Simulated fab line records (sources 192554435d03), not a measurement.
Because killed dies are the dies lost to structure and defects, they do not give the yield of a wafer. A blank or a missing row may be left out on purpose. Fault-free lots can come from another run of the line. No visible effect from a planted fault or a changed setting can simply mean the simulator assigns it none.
Lot-split experiment -- flow n5 finfet -- 39 wafers read from 7 lots, route of 1938 steps

## ON THE SPLIT
At N5_BEOL_M9_HM_DEP_02 (deposits TiN, target thk 20 nm), the setting target thk a was moved away from the recipe's 200 angstrom on 9 of the 39 wafers read, by -59.2% to +58.9%. All remaining wafers had this setting at the recipe value.

## FROM THE SPLIT TO THE READING: what the file shows between them, 4 steps
- N5_BEOL_M9_COAT_59: time 60 s, resist thk 100 nm
- N5_BEOL_M9_COAT_60: time 60 s, resist thk 30 nm
- N5_BEOL_M9_STRIP_68: strips in N2/H2
- N5_BEOL_M9_STRIP_67: strips in CF4

## THE READING
oes product au, in a.u., at N5_BEOL_M9_HM_OPEN_17 (chemistry Cl2/BCl3, target TiN, target depth 20 nm, overetch 6 nm). Typical for fault-free wafers on this fab line: 0.71 a.u., with standard deviation 0.066 a.u.

wafer,"tool, chamber at the split","target thk a as run, angstrom",against the recipe,"oes product au, a.u.",against lot-mates on the recipe
L075.1,"pvd sputter-01, -",200,recipe,0.71,-
L075.2,"pvd sputter-01, -",200,recipe,0.75,-
L075.3,"pvd sputter-01, -",200,recipe,0.75,-
L075.4,"pvd sputter-01, -",200,recipe,0.71,-
L075.5,"pvd sputter-01, -",200,recipe,0.76,-
L075.6,"pvd sputter-01, -",200,recipe,0.71,-
L077.1,"pvd sputter-01, -",81.55,-59.2%,0.54,-0.25
L077.2,"pvd sputter-01, -",200,recipe,0.75,-
L077.3,"pvd sputter-01, -",81.55,-59.2%,0.50,-0.29
L077.4,"pvd sputter-01, -",200,recipe,0.80,-
L077.5,"pvd sputter-01, -",81.55,-59.2%,0.51,-0.28
L077.6,"pvd sputter-01, -",200,recipe,0.82,-
L078.1,"pvd sputter-03, -",200,recipe,0.79,-
L078.2,"pvd sputter-03, -",200,recipe,0.75,-
L078.3,"pvd sputter-03, -",200,recipe,0.75,-
L078.4,"pvd sputter-03, -",200,recipe,0.79,-
L078.5,"pvd sputter-03, -",200,recipe,0.75,-
L078.6,"pvd sputter-03, -",200,recipe,0.81,-
L086.1,"pvd sputter-02, -",317.8,+58.9%,0.86,+0.09
L086.2,"pvd sputter-02, -",200,recipe,0.79,-
L086.3,"pvd sputter-02, -",317.8,+58.9%,0.94,+0.17
L086.4,"pvd sputter-02, -",200,recipe,0.75,-
L086.5,"pvd sputter-02, -",200,recipe,0.78,-
L086.6,"pvd sputter-02, -",317.8,+58.9%,0.86,+0.09
L089.1,"pvd sputter-03, -",200,recipe,0.59,-
L089.2,"pvd sputter-03, -",200,recipe,0.65,-
L089.6,"pvd sputter-03, -",200,recipe,0.65,-
L090.1,"pvd sputter-03, -",200,recipe,0.59,-
L090.2,"pvd sputter-03, -",200,recipe,0.64,-
L090.3,"pvd sputter-03, -",200,recipe,0.59,-
L090.4,"pvd sputter-03, -",200,recipe,0.64,-
L090.5,"pvd sputter-03, -",200,recipe,0.64,-
L090.6,"pvd sputter-03, -",200,recipe,0.59,-
L094.1,"pvd sputter-03, -",87.78,-56.1%,0.53,-0.21
L094.2,"pvd sputter-03, -",200,recipe,0.73,-
L094.3,"pvd sputter-03, -",87.78,-56.1%,0.50,-0.24
L094.4,"pvd sputter-03, -",200,recipe,0.76,-
L094.5,"pvd sputter-03, -",200,recipe,0.73,-
L094.6,"pvd sputter-03, -",87.78,-56.1%,0.53,-0.21

THE FIT
A straight line over all 39 wafers: oes product au changes by +0.00323 a.u. for each +1% of target thk a; r = +0.81; the points scatter about the line by 0.065 a.u.
The same after taking each lot's own level away (the mean of its wafers on the recipe; 39 wafers): +0.0034 a.u. for each +1%; r = +0.93; scatter 0.039 a.u.
That fit puts the effect of the largest move of target thk a on the reading at 0.2 a.u.
From 0.615 to 0.790 a.u.: that is the span of the lots' own levels, equal to 2.7 times the standard deviation above.
Consequently the slope shifts little with the lot-to-lot level, the two slopes agreeing.
Check: -0.211 a.u. against its lot-mates is what the line predicts for one of the wafers moved furthest among these (-59.2%) when that wafer is left out of the fit. It came out at -0.25 a.u. against them.

## OTHER SPLITS ON THESE WAFERS
Before the reading, these wafers also passed through other splits. Each is held against what the fit with the lots' levels taken away leaves over:
other split on the same wafers,wafers away from the commonest value,r with oes product au (lot level and that fit taken away)
N5_MOL_CONTACT_COAG_CVD_140 target thk a,12,-0.05
N5_BEOL_M1_TRENCH_ETCH_37 time s,15,-0.10
N5_BEOL_M2_CVD_47 target thk a,12,+0.06
N5_BEOL_M4_ETCH_64 target depth a,12,+0.00
N5_BEOL_M7_DEP_56 target thk a,18,-0.23

## THE WHOLE CHAIN: every reading that the file lists as answering this split, in the file's order
step,what it does,reading,change (the file's fit),r (the file's)
N5_BEOL_M9_HM_DEP_02,"deposits TiN, target thk 20 nm","TiN_of_BEOL_M9_HM_DEP_02.thk nm (the simulator's own value, which no gauge read)",+0.199 nm for each +1% of the setting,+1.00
N5_BEOL_M9_HM_OPEN_17,"chemistry Cl2/BCl3, target TiN, target depth 20 nm, overetch 6 nm",oes product au,+0.00345 a.u. for each +1% of the setting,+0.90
N5_BEOL_M9_HM_OPEN_17,"chemistry Cl2/BCl3, target TiN, target depth 20 nm, overetch 6 nm","etch.depth nm (the simulator's own value, which no gauge read)",+0.164 nm for each +1% of the setting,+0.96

## THE FILE'S OWN FIT
oes product au changes by +0.00345 a.u. for each +1% of target thk a, r = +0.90.
